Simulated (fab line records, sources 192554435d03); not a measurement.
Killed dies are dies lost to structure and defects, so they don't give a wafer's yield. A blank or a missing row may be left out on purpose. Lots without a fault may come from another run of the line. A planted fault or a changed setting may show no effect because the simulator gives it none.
fab line records | flow n5_finfet
record lots=24 wafers=72 last_day=18
route steps=1938 shown BEOL_M10@1493 BEOL_M11@1570
lots that met no fault: from a run of the same line without faults
start_h: hours from the record's first day to the start of the lot's first wafer shown | wait_h: hours since the lot's step before | " the same as in the row above | L1.1+2: a row that stands for several wafers | - no value, or no start given | * or withheld: withheld | < > ~ a bound
route shown NAME@n: a module of which the file shows steps, and the number in the route of the first | usual: mean/standard deviation of fault-free wafers | same: alike in all rows | chamber/n: place in a boat | sites: the reading at each site | _std_site: their standard deviation | _edge_site: outer sites' mean less inner sites' | radius_mm: how far each site lies from the wafer's centre | mask NAME#n: copy n | behind: the tool/chamber that last shaped the wafer | hold: why the lot was held/for how many hours/how that ended | device: the transistor (n, p or np) that didn't switch | end of line: the same wafers' tests at the end of the route | a step without rows: its recipe alone | killed: dies lost to structure and defects at the first sort, not the wafer's yield | map: a wafer's dies, x killed, . not, _ none there
set.NAME: the setting as run; set.NAME@STEP: as run at that earlier step | model.NAME: the simulator's own value behind a step, which no gauge read
steps of the route over a sample of lots; a table a step, a row a wafer
services: from which hour (start_h, from the record's first day; less than 0 if before it) a tool's chamber was out of use, for how many hours, and why
## steps
# step N5_BEOL_M10_CD_MEAS_18
# recipe pitch_nm=140 target_cd_nm=70
# usual cd_nm=70.1/0.87
# columns lot.wafer tool chamber start_h wait_h cd_nm
L074.3 cd_sem-03 - 226.07 0.1 68.3
L074.4 " - " " 69.6
L074.6 " - " " 70.2
L076.1 cd_sem-03 - 241.08 0.0 71.5
L076.4 " - " " 68.7
L076.6 " - " " 71.2
L075.1 cd_sem-03 - 241.26 0.1 67.9
L075.3 " - " " 70.2
L075.5 " - " " 69.1
L077.3 cd_sem-03 - 262.22 0.1 69.8
L077.4 " - " " 71.7
L077.6 " - " " 69.9
L079.1 cd_sem-03 - 264.55 0.0 69.6
L079.4 " - " " 70.4
L079.6 " - " " 69.9
L078.2 cd_sem-01 - 264.95 0.1 70.3
L078.3 " - " " 71.6
L078.6 " - " " 70.6
L080.4 cd_sem-02 - 268.26 0.0 69.7
L080.5 " - " " 70.2
L080.6 " - " " 71.2
L082.2 cd_sem-01 - 277.73 0.1 71.0
L082.4 " - " " 70.5
L082.5 " - " " 70.7
L081.3 cd_sem-01 - 277.88 0.1 68.5
L081.5 " - " " 68.5
L081.6 " - " " 70.2
L083.1 cd_sem-02 - 282.28 0.0 69.8
L083.4 " - " " 69.6
L083.6 " - " " 70.3
L084.1 cd_sem-01 - 288.69 0.0 70.9
L084.4 " - " " 72.0
L084.6 " - " " 69.8
L085.1 cd_sem-03 - 297.62 0.0 69.7
L085.2 " - " " 70.3
L085.3 " - " " 70.8
L087.1 cd_sem-03 - 304.74 0.0 69.8
L087.3 " - " " 70.0
L087.5 " - " " 69.8
L086.2 cd_sem-01 - 305.59 0.1 71.9
L086.3 " - " " 70.0
L086.4 " - " " 71.0
L090.1 cd_sem-01 - 320.58 0.0 71.3
L090.3 " - " " 71.1
L090.6 " - " " 71.2
L089.1 cd_sem-02 - 321.17 0.0 69.3
L089.5 " - " " 69.4
L089.6 " - " " 68.2
L088.1 cd_sem-01 - 324.17 0.0 69.2
L088.4 " - " " 71.5
L088.5 " - " " 70.9
L093.1 cd_sem-02 - 337.82 0.0 70.2
L093.3 " - " " 68.3
L093.4 " - " " 69.8
L092.1 cd_sem-02 - 338.16 0.0 69.1
L092.2 " - " " 68.9
L092.3 " - " " 69.5
L091.1 cd_sem-03 - 355.49 0.0 70.7
L091.2 " - " " 70.3
L091.4 " - " " 70.3
L094.3 cd_sem-02 - 356.75 0.1 71.0
L094.4 " - " " 71.1
L094.6 " - " " 70.4
L096.3 cd_sem-01 - 358.17 0.1 69.8
L096.5 " - " " 69.8
L096.6 " - " " 69.6
L095.2 cd_sem-01 - 365.56 0.1 71.1
L095.5 " - " " 71.1
L095.6 " - " " 71.0
L097.2 cd_sem-03 - 371.93 0.1 71.0
L097.3 " - " " 69.9
L097.5 " - " " 70.5
# step N5_BEOL_M10_STRIP_77
# recipe chemistry=N2/H2 time_s=10 power_w=450 temp_c=40 pressure_mtorr=20 rf_frequency_hz=6e+07 bias_power_w=7 n2_flow_sccm=200 h2_flow_sccm=200
# usual drypump_motor_current_A=5.8/0.41 oes_product_au=0.77/0.091 rf_vpp_V=59.2/0.89 showerhead_plenum_p_Torr=2.55/0.079 temp_c=40.00/0.11 throttle_valve_pct=23.8/0.45
# columns lot.wafer tool chamber start_h wait_h drypump_motor_current_A oes_product_au rf_hours_counter_h rf_vpp_V showerhead_plenum_p_Torr temp_c throttle_valve_pct
L074.3 rie_diel-01 1 - - 6.5 0.90 15 57.8 2.62 40.07 23.2
L074.4 " 2 " " 5.7 0.74 198 58.3 2.63 39.87 24.2
L074.6 " 1 " " 6.6 0.90 - 59.0 2.62 40.13 23.2
L076.1 rie_diel-05 3 - - 5.6 0.67 250 59.6 2.60 40.20 23.5
L076.4 " 0 " " 6.4 0.73 183 59.1 2.44 39.81 23.7
L076.6 " 1 " " 4.8 0.68 - 60.2 2.60 40.03 24.3
L075.1 rie_diel-05 2 - - 5.9 0.69 225 58.4 2.48 40.06 23.0
L075.3 " 0 " " 6.4 0.74 183 61.2 2.44 39.90 23.7
L075.5 " 1 " " 4.8 0.67 - 59.8 2.60 39.96 24.3
L077.3 rie_diel-02 1 - - 5.8 0.72 175 60.0 2.45 39.95 24.1
L077.4 " 2 " " 5.8 0.79 - 59.1 2.57 40.16 23.7
L077.6 " 1 " " 5.8 0.71 - 59.2 2.45 40.09 24.1
L079.1 rie_diel-01 1 - - 6.5 0.87 29 58.8 2.62 39.93 23.2
L079.4 " 3 " " 5.7 0.72 203 60.4 2.52 39.88 23.8
L079.6 " 1 " " 6.5 0.87 - 60.0 2.62 40.04 23.2
L078.2 rie_diel-05 2 - - 5.9 0.68 234 58.3 2.48 39.94 23.0
L078.3 " 1 " " 4.8 0.66 240 59.3 2.60 40.04 24.3
L078.6 " 2 " " 5.9 0.68 - 59.6 2.48 40.28 23.0
L080.4 rie_diel-02 1 - - 5.8 0.72 - 58.2 2.45 39.99 24.1
L080.5 " 2 " " 5.7 0.78 - 57.8 2.57 40.05 23.7
L080.6 " 0 " " 5.3 0.72 - 58.4 2.52 40.02 24.5
L081.3 rie_diel-01 3 - - 5.8 0.72 211 58.3 2.51 40.00 23.8
L081.5 " 2 " " 5.7 0.72 - 59.8 2.62 39.98 24.2
L081.6 " 1 " " 6.6 0.87 - 60.1 2.62 39.96 23.2
L082.2 rie_diel-02 1 - - 5.9 0.71 185 57.2 2.45 40.12 24.1
L082.4 " 2 " " 5.7 0.77 - 57.3 2.56 39.92 23.7
L082.5 " 1 " " 5.8 0.72 - 60.2 2.45 40.00 24.1
L083.1 rie_diel-01 1 - - 6.5 0.87 32 59.6 2.62 40.02 23.2
L083.4 " 0 " " 6.3 0.92 27 58.8 2.71 40.05 23.8
L083.6 " 0 " " 6.3 0.92 - 59.9 2.71 40.02 23.8
L084.1 rie_diel-05 0 - - 6.4 0.72 201 58.6 2.43 39.99 23.7
L084.4 " 2 " " 5.9 0.69 241 59.7 2.48 39.91 23.0
L084.6 " 2 " " 5.9 0.69 - 58.3 2.48 39.96 23.0
L085.1 rie_diel-02 1 - - 5.9 0.71 192 59.6 2.45 40.00 24.1
L085.2 " 2 " " 5.8 0.76 137 59.7 2.56 40.17 23.7
L085.3 " 0 " " 5.2 0.71 240 58.5 2.51 39.96 24.5
L087.1 rie_diel-02 0 - - 5.3 0.70 243 58.4 2.51 39.91 24.5
L087.3 " 3 " " 5.9 0.85 61 57.3 2.48 39.92 23.9
L087.5 " 0 " " 5.3 0.71 - 58.9 2.51 40.11 24.5
L086.2 rie_diel-01 2 - - 5.7 0.72 229 58.6 2.62 39.96 24.2
L086.3 " 1 " " 6.5 0.85 41 60.3 2.61 40.02 23.2
L086.4 " 0 " " 6.3 0.89 36 58.9 2.70 40.09 23.8
L090.1 rie_diel-01 0 - - 6.2 0.88 40 58.9 2.70 39.99 23.9
L090.3 " 1 " " 6.5 0.84 45 58.3 2.61 39.78 23.2
L090.6 " 0 " " 6.3 0.89 - 59.3 2.70 40.05 23.8
L089.1 rie_diel-05 2 - - 5.9 0.67 257 58.6 2.47 40.10 23.0
L089.5 " 2 " " 5.9 0.67 - 59.1 2.47 40.18 23.0
L089.6 " 3 " " 5.6 0.90 - 59.0 2.59 39.93 23.2
L088.1 rie_diel-02 2 - - 5.7 0.76 147 59.2 2.56 39.95 23.7
L088.4 " 1 " " 5.8 0.70 202 58.6 2.44 39.93 24.1
L088.5 " 0 " " 5.3 0.70 - 60.7 2.51 40.06 24.5
L092.1 rie_diel-02 3 - - 5.9 0.83 76 59.4 2.48 39.94 23.9
L092.2 " 2 " " 5.8 0.75 154 59.6 2.55 40.22 23.7
L092.3 " 1 " " 5.8 0.69 209 59.0 2.44 40.02 24.1
L093.1 rie_diel-01 3 - - 5.8 0.71 234 58.0 2.50 40.12 23.9
L093.3 " 0 " " 6.3 0.88 48 59.7 2.70 39.98 23.9
L093.4 " 2 " " 5.7 0.71 243 60.0 2.61 40.01 24.3
L091.1 rie_diel-01 3 - - 5.8 0.70 240 58.2 2.50 39.89 23.9
L091.2 " 1 " " 6.5 0.82 60 59.2 2.60 39.90 23.2
L091.4 " 1 " " 6.6 0.82 - 57.8 2.60 40.02 23.2
L094.3 rie_diel-02 2 - - 5.7 0.75 162 59.1 2.55 39.88 23.7
L094.4 " 2 " " 5.7 0.75 - 59.5 2.55 39.93 23.7
L094.6 " 3 " " 5.9 0.82 - 58.4 2.48 39.92 23.9
L096.3 rie_diel-05 3 - - 5.7 0.87 42 59.8 2.58 40.11 23.2
L096.5 " 3 " " 5.6 0.87 - 59.8 2.58 39.91 23.2
L096.6 " 2 " " 5.9 0.98 - 59.4 2.47 39.95 22.8
L095.2 rie_diel-01 0 - - 6.3 0.86 58 60.7 2.69 39.88 23.9
L095.5 " 3 " " 5.8 0.70 - 59.1 2.50 40.10 23.8
L095.6 " 2 " " 5.7 0.71 - 59.6 2.61 40.13 24.2
L097.2 rie_diel-02 1 - - 5.8 0.69 220 59.8 2.44 39.93 24.2
L097.3 " 0 " " 5.3 0.98 4 58.2 2.51 39.86 24.0
L097.5 " 1 " " 5.9 0.69 - 57.9 2.44 39.80 24.2
# step N5_BEOL_M10_PRE_CLEAN_45
# recipe gas=H2/He time_s=30 temp_c=250
# usual heater_power_w=337/24
# columns lot.wafer tool chamber start_h wait_h heater_power_w
L074.3 pvd_sputter-02 - 229.36 0.0 330
L074.4 " - " " 362
L074.6 " - " " 312
L076.1 pvd_sputter-02 - 244.01 0.0 307
L076.4 " - " " 316
L076.6 " - " " 319
L075.1 pvd_sputter-02 - 244.99 0.0 364
L075.3 " - " " 308
L075.5 " - " " 316
L077.3 pvd_sputter-03 - 265.44 0.0 342
L077.4 " - " " 325
L077.6 " - " " 336
L079.1 pvd_sputter-03 - 266.38 0.0 324
L079.4 " - " " 294
L079.6 " - " " 356
L078.2 pvd_sputter-01 - 266.51 0.0 313
L078.3 " - " " 350
L078.6 " - " " 370
L080.4 pvd_sputter-01 - 270.47 0.0 369
L080.5 " - " " 376
L080.6 " - " " 316
L081.3 pvd_sputter-02 - 281.73 0.0 372
L081.5 " - " " 323
L081.6 " - " " 313
L082.2 pvd_sputter-02 - 281.81 0.0 308
L082.4 " - " " 315
L082.5 " - " " 340
L083.1 pvd_sputter-02 - 285.27 0.0 370
L083.4 " - " " 314
L083.6 " - " " 344
L084.1 pvd_sputter-03 - 290.29 0.0 341
L084.4 " - " " 321
L084.6 " - " " 284
L085.1 pvd_sputter-02 - 299.58 0.0 313
L085.2 " - " " 359
L085.3 " - " " 348
L087.1 pvd_sputter-01 - 307.75 0.0 378
L087.3 " - " " 312
L087.5 " - " " 321
L086.2 pvd_sputter-01 - 308.31 0.0 363
L086.3 " - " " 313
L086.4 " - " " 350
L090.1 pvd_sputter-03 - 322.69 0.0 341
L090.3 " - " " 291
L090.6 " - " " 291
L089.1 pvd_sputter-02 - 323.95 0.0 371
L089.5 " - " " 324
L089.6 " - " " 338
L088.1 pvd_sputter-02 - 327.40 0.0 371
L088.4 " - " " 313
L088.5 " - " " 315
L092.1 pvd_sputter-01 - 341.97 0.0 307
L092.2 " - " " 358
L092.3 " - " " 392
L093.1 pvd_sputter-02 - 342.56 0.0 336
L093.3 " - " " 355
L093.4 " - " " 312
L091.1 pvd_sputter-02 - 357.22 0.0 310
L091.2 " - " " 315
L091.4 " - " " 360
L094.3 pvd_sputter-01 - 359.96 0.0 353
L094.4 " - " " 312
L094.6 " - " " 382
L096.3 pvd_sputter-01 - 360.72 0.0 360
L096.5 " - " " 349
L096.6 " - " " 308
L095.2 pvd_sputter-03 - 369.22 0.0 349
L095.5 " - " " 349
L095.6 " - " " 289
L097.2 pvd_sputter-02 - 374.54 0.0 319
L097.3 " - " " 356
L097.5 " - " " 314
# step N5_BEOL_M10_DEP_56
# recipe material=SiCN target_thk_a=150 temp_c=withheld precursor=3MS/NH3 pressure_torr=3 rf_w=202 time_s=26.5
# usual showerhead_plenum_p_Torr=3.663/0.014 throttle_valve_pct=8.92/0.3
# columns lot.wafer tool chamber start_h wait_h showerhead_plenum_p_Torr throttle_valve_pct
L074.3 pecvd-04 1 231.20 0.0 3.670 9.00
L074.4 " 0 " " 3.660 9.01
L074.6 " 1 " " 3.668 9.09
L076.1 pecvd-04 0 246.03 0.0 3.661 9.33
L076.4 " 1 " " 3.673 8.81
L076.6 " 2 " " 3.637 8.92
L075.1 pecvd-04 1 246.64 0.0 3.664 9.13
L075.3 " 0 " " 3.661 9.00
L075.5 " 0 " " 3.663 9.25
L077.3 pecvd-04 2 267.08 0.0 3.647 8.74
L077.4 " 0 " " 3.649 9.16
L077.6 " 2 " " 3.630 8.88
L079.1 pecvd-04 1 268.44 0.0 3.672 9.05
L079.4 " 0 " " 3.663 9.11
L079.6 " 1 " " 3.659 9.11
L078.2 pecvd-04 1 268.71 0.0 3.665 9.10
L078.3 " 2 " " 3.641 8.87
L078.6 " 1 " " 3.660 9.10
L080.4 pecvd-02 2 272.28 0.0 3.670 8.40
L080.5 " 1 " " 3.669 8.80
L080.6 " 0 " " 3.671 8.27
L081.3 pecvd-01 0 283.30 0.0 3.654 8.96
L081.5 " 2 " " 3.658 9.45
L081.6 " 0 " " 3.647 9.32
L082.2 pecvd-04 2 283.42 0.0 3.644 8.90
L082.4 " 1 " " 3.665 9.26
L082.5 " 2 " " 3.645 8.85
L083.1 pecvd-01 0 287.37 0.0 3.641 9.10
L083.4 " 2 " " 3.663 9.17
L083.6 " 1 " " 3.678 8.81
L084.1 pecvd-01 2 292.07 0.0 3.660 9.23
L084.4 " 1 " " 3.673 9.26
L084.6 " 2 " " 3.659 9.58
L085.1 pecvd-04 1 301.50 0.0 3.664 9.04
L085.2 " 2 " " 3.648 8.76
L085.3 " 0 " " 3.663 8.95
L087.1 pecvd-02 0 309.47 0.0 3.688 8.45
L087.3 " 2 " " 3.670 8.50
L087.5 " 0 " " 3.688 8.18
L086.2 pecvd-04 1 311.50 0.0 3.675 9.20
L086.3 " 2 " " 3.638 8.79
L086.4 " 2 " " 3.639 8.89
L090.1 pecvd-02 1 324.21 0.0 3.687 8.72
L090.3 " 2 " " 3.673 8.28
L090.6 " 1 " " 3.671 9.10
L089.1 pecvd-02 2 325.54 0.0 3.672 8.43
L089.5 " 1 " " 3.664 8.55
L089.6 " 0 " " 3.689 8.48
L088.1 pecvd-04 2 328.96 0.0 3.640 8.73
L088.4 " 1 " " 3.677 8.92
L088.5 " 0 " " 3.652 9.05
L092.1 pecvd-04 1 343.60 0.0 3.663 9.48
L092.2 " 2 " " 3.641 8.78
L092.3 " 0 " " 3.665 9.26
L093.1 pecvd-01 2 344.38 0.0 3.660 9.45
L093.3 " 0 " " 3.662 9.16
L093.4 " 1 " " 3.679 9.00
L091.1 pecvd-02 1 359.10 0.0 3.672 9.03
L091.2 " 0 " " 3.678 8.27
L091.4 " 2 " " 3.676 8.62
L094.3 pecvd-04 2 361.41 0.0 3.645 8.85
L094.4 " 0 " " 3.657 9.20
L094.6 " 1 " " 3.664 9.32
L096.3 pecvd-02 0 362.91 0.0 3.697 8.42
L096.5 " 0 " " 3.695 8.43
L096.6 " 1 " " 3.663 8.90
L095.2 pecvd-02 1 371.16 0.0 3.675 8.74
L095.5 " 2 " " 3.672 8.82
L095.6 " 1 " " 3.661 8.85
L097.2 pecvd-04 2 376.46 0.0 3.638 8.91
L097.3 " 0 " " 3.664 9.25
L097.5 " 2 " " 3.644 8.78
# step N5_BEOL_M11_INSPECT_30
# recipe mode=adi inspect_instrument=brightfield
# usual raw_defect_count=396/88
# columns lot.wafer tool chamber start_h wait_h raw_defect_count
L074.3 defect_inspect-02 - 234.49 0.0 439
L074.4 " - " " 522
L074.6 " - " " 390
L076.1 defect_inspect-01 - 249.73 0.0 325
L076.4 " - " " 292
L076.6 " - " " 602
L075.1 defect_inspect-02 - 252.48 0.0 417
L075.3 " - " " 330
L075.5 " - " " 402
L077.3 defect_inspect-02 - 270.89 0.0 509
L077.4 " - " " 508
L077.6 " - " " 392
L078.2 defect_inspect-01 - 272.36 0.0 453
L078.3 " - " " 584
L078.6 " - " " 456
L079.1 defect_inspect-02 - 272.52 0.0 471
L079.4 " - " " 386
L079.6 " - " " 400
L080.4 defect_inspect-01 - 280.51 0.0 465
L080.5 " - " " 412
L080.6 " - " " 464
L081.3 defect_inspect-02 - 287.45 0.0 337
L081.5 " - " " 333
L081.6 " - " " 351
L082.2 defect_inspect-02 - 287.62 0.0 416
L082.4 " - " " 525
L082.5 " - " " 683
L083.1 defect_inspect-02 - 292.17 0.0 504
L083.4 " - " " 405
L083.6 " - " " 507
L084.1 defect_inspect-02 - 295.28 0.0 413
L084.4 " - " " 383
L084.6 " - " " 419
L085.1 defect_inspect-02 - 305.20 0.0 354
L085.2 " - " " 407
L085.3 " - " " 308
L087.1 defect_inspect-02 - 313.77 0.0 395
L087.3 " - " " 271
L087.5 " - " " 355
L086.2 defect_inspect-01 - 319.06 0.0 327
L086.3 " - " " 377
L086.4 " - " " 384
L090.1 defect_inspect-01 - 327.45 0.0 454
L090.3 " - " " 389
L090.6 " - " " 357
L089.1 defect_inspect-02 - 330.19 0.0 336
L089.5 " - " " 359
L089.6 " - " " 335
L088.1 defect_inspect-01 - 332.84 0.0 310
L088.4 " - " " 375
L088.5 " - " " 359
L092.1 defect_inspect-01 - 348.56 0.0 412
L092.2 " - " " 373
L092.3 " - " " 304
L093.1 defect_inspect-02 - 349.59 0.0 389
L093.3 " - " " 448
L093.4 " - " " 430
L091.1 defect_inspect-02 - 363.17 0.0 441
L091.2 " - " " 544
L091.4 " - " " 303
L094.3 defect_inspect-01 - 366.24 0.0 315
L094.4 " - " " 333
L094.6 " - " " 307
L096.3 defect_inspect-02 - 366.48 0.0 519
L096.5 " - " " 349
L096.6 " - " " 426
L095.2 defect_inspect-01 - 376.40 0.0 377
L095.5 " - " " 305
L095.6 " - " " 350
L097.2 defect_inspect-01 - 380.25 0.0 238
L097.3 " - " " 279
L097.5 " - " " 295
# step N5_BEOL_M11_ETCH_41
# recipe chemistry=CH3F/O2 target=SiCN target_depth_a=426 taper_deg=2 time_s=86 ion_energy_ev=120 mask_material=TiN pressure_mtorr=30 source_w=395 bias_w=75 Ar_flow_sccm=150 CH3F_flow_sccm=30 O2_flow_sccm=20
# usual drypump_motor_current_A=5.6/0.43 oes_product_au=0.79/0.084 rf_vpp_V=297.3/1.5 showerhead_plenum_p_Torr=2.00/0.069 throttle_valve_pct=16.38/0.18
# columns lot.wafer tool chamber start_h wait_h drypump_motor_current_A oes_product_au rf_hours_counter_h rf_vpp_V showerhead_plenum_p_Torr throttle_valve_pct
L074.3 rie_diel-04 1 - - 5.2 0.70 217 298.0 1.98 16.37
L074.4 " 0 " " 5.9 0.71 198 297.1 1.98 16.59
L074.6 " 0 " " 5.9 0.71 - 296.9 1.98 16.59
L076.1 rie_diel-06 3 - - 6.2 0.83 58 298.1 2.05 16.27
L076.4 " 1 " " 5.7 0.72 198 296.8 1.96 16.49
L076.6 " 0 " " 5.2 0.78 - 295.8 1.92 16.14
L075.1 rie_diel-04 0 - - 5.9 0.70 207 297.3 1.97 16.61
L075.3 " 2 " " 5.7 0.67 250 294.5 1.90 16.82
L075.5 " 3 " " 5.2 0.84 - 296.5 1.95 16.25
L077.3 rie_diel-03 1 - - 5.3 0.86 44 299.7 2.12 16.37
L077.4 " 2 " " 5.3 0.88 27 296.4 1.97 15.96
L077.6 " 1 " " 5.4 0.86 - 300.0 2.12 16.38
L078.2 rie_diel-06 3 - - 6.2 0.83 67 297.5 2.04 16.28
L078.3 " 0 " " 5.2 0.79 103 296.3 1.92 16.14
L078.6 " 3 " " 6.2 0.83 - 295.7 2.04 16.28
L079.1 rie_diel-04 0 - - 5.9 0.69 216 296.4 1.97 16.62
L079.4 " 1 " " 5.2 0.68 234 296.7 1.97 16.40
L079.6 " 2 " " 5.7 0.99 - 300.7 2.15 16.39
L080.4 rie_diel-06 1 - - 5.7 0.72 - 297.4 1.96 16.49
L080.5 " 3 " " 6.2 0.83 - 297.5 2.04 16.27
L080.6 " 0 " " 5.2 0.78 - 295.4 1.92 16.16
L081.3 rie_diel-03 1 - - 5.4 0.85 48 299.3 2.12 16.36
L081.5 " 1 " " 5.4 0.84 - 299.7 2.12 16.37
L081.6 " 0 " " 5.1 0.70 - 298.0 1.99 16.55
L082.2 rie_diel-06 3 - - 6.2 0.82 73 297.0 2.04 16.30
L082.4 " 3 " " 6.2 0.82 - 297.9 2.04 16.29
L082.5 " 1 " " 5.7 0.71 - 296.3 1.96 16.49
L083.1 rie_diel-06 3 - - 6.2 0.83 75 298.1 2.04 16.28
L083.4 " 1 " " 5.7 0.72 - 296.0 1.96 16.51
L083.6 " 3 " " 6.2 0.82 - 297.8 2.04 16.28
L084.1 rie_diel-04 3 - - 5.2 0.81 78 295.9 1.94 16.30
L084.4 " 0 " " 5.9 0.69 224 295.9 1.97 16.63
L084.6 " 1 " " 5.2 0.69 - 297.4 1.97 16.41
L085.1 rie_diel-03 1 - - 5.3 0.84 55 300.0 2.12 16.40
L085.2 " 0 " " 5.1 0.70 232 297.7 1.99 16.54
L085.3 " 3 " " 6.3 0.86 83 296.9 2.04 16.56
L087.1 rie_diel-03 3 - - 6.3 0.84 86 297.8 2.04 16.56
L087.3 " 0 " " 5.1 0.69 235 297.5 1.99 16.56
L087.5 " 0 " " 5.1 0.69 - 297.3 1.99 16.56
L086.2 rie_diel-06 3 - - 6.2 0.81 84 297.3 2.04 16.32
L086.3 " 1 " " 5.7 0.71 222 298.2 1.96 16.51
L086.4 " 2 " " 6.0 0.92 9 296.0 1.95 16.16
L090.1 rie_diel-04 1 - - 5.2 0.68 251 295.6 1.97 16.43
L090.3 " 2 " " 5.7 0.95 21 300.7 2.14 16.42
L090.6 " 0 " " 5.9 0.68 - 296.2 1.97 16.64
L089.1 rie_diel-03 3 - - 6.4 0.83 94 297.7 2.03 16.57
L089.5 " 0 " " 5.1 0.68 - 297.5 1.98 16.57
L089.6 " 1 " " 5.4 0.81 - 298.8 2.12 16.41
L088.1 rie_diel-04 2 - - 5.7 0.93 23 299.3 2.14 16.42
L088.4 " 0 " " 5.9 0.69 236 295.5 1.97 16.64
L088.5 " 2 " " 5.7 0.93 - 300.6 2.14 16.44
L092.1 rie_diel-03 3 - - 6.3 0.83 103 297.0 2.03 16.59
L092.2 " 0 " " 5.1 0.68 249 295.3 1.98 16.58
L092.3 " 1 " " 5.4 0.81 75 300.7 2.11 16.43
L093.1 rie_diel-04 3 - - 5.2 0.80 98 295.8 1.93 16.33
L093.3 " 0 " " 5.9 0.68 244 297.4 1.96 16.67
L093.4 " 3 " " 5.2 0.80 - 295.6 1.93 16.32
L091.1 rie_diel-06 1 - - 5.7 0.70 231 297.0 1.95 16.54
L091.2 " 3 " " 6.2 0.80 93 298.4 2.03 16.32
L091.4 " 2 " " 6.1 0.91 17 297.4 1.95 16.17
L094.3 rie_diel-04 1 - - 5.3 0.99 1 296.5 1.97 15.98
L094.4 " 3 " " 5.2 0.78 - 296.4 1.93 16.32
L094.6 " 1 " " 5.2 0.99 - 296.8 1.97 15.98
L096.3 rie_diel-06 2 - - 6.0 0.92 19 297.6 1.95 16.18
L096.5 " 1 " " 5.7 0.71 - 296.3 1.95 16.54
L096.6 " 2 " " 6.0 0.91 - 296.8 1.95 16.19
L095.2 rie_diel-06 1 - - 5.7 0.70 235 297.7 1.95 16.55
L095.5 " 3 " " 6.2 0.81 - 298.4 2.03 16.35
L095.6 " 2 " " 6.0 0.90 - 296.7 1.95 16.16
L097.2 rie_diel-06 0 - - 5.2 0.75 134 294.8 1.91 16.22
L097.3 " 1 " " 5.7 0.70 236 297.6 1.95 16.55
L097.5 " 3 " " 6.2 0.79 - 297.1 2.03 16.33
## services
# columns tool chamber start_h hours kind
rie_diel-02 2 205.00 27.5 repair
pecvd-02 - 218.26 16.8 repair
rie_diel-02 0 226.35 10.5 repair
pecvd-02 - 237.05 4.3 pm
rie_diel-03 - 239.00 15.6 pm
rie_diel-02 3 241.86 46.0 repair
pecvd-01 - 259.73 2.9 repair
rie_diel-05 - 266.00 4.0 pm
rie_diel-06 0 267.66 4.5 repair
rie_diel-06 2 272.21 - clean
rie_diel-06 2 272.21 - consumable_replace:focus_ring
rie_diel-06 2 272.21 23.9 scheduled_down
rie_diel-06 2 272.21 23.9 vent_cycle
rie_diel-04 3 278.44 4.5 repair
rie_diel-03 2 296.51 115.9 repair
rie_diel-04 3 296.85 3.5 repair
rie_diel-05 0 319.99 7.4 repair
rie_diel-02 0 327.18 - clean
rie_diel-04 1 334.75 7.2 repair
rie_diel-06 - 340.42 15.6 pm
pecvd-04 - 350.00 0.5 repair
rie_diel-01 2 350.29 6.7 repair
rie_diel-02 1 363.22 4.6 repair
pvd_sputter-01 - 363.48 2.4 repair
## key
fault none
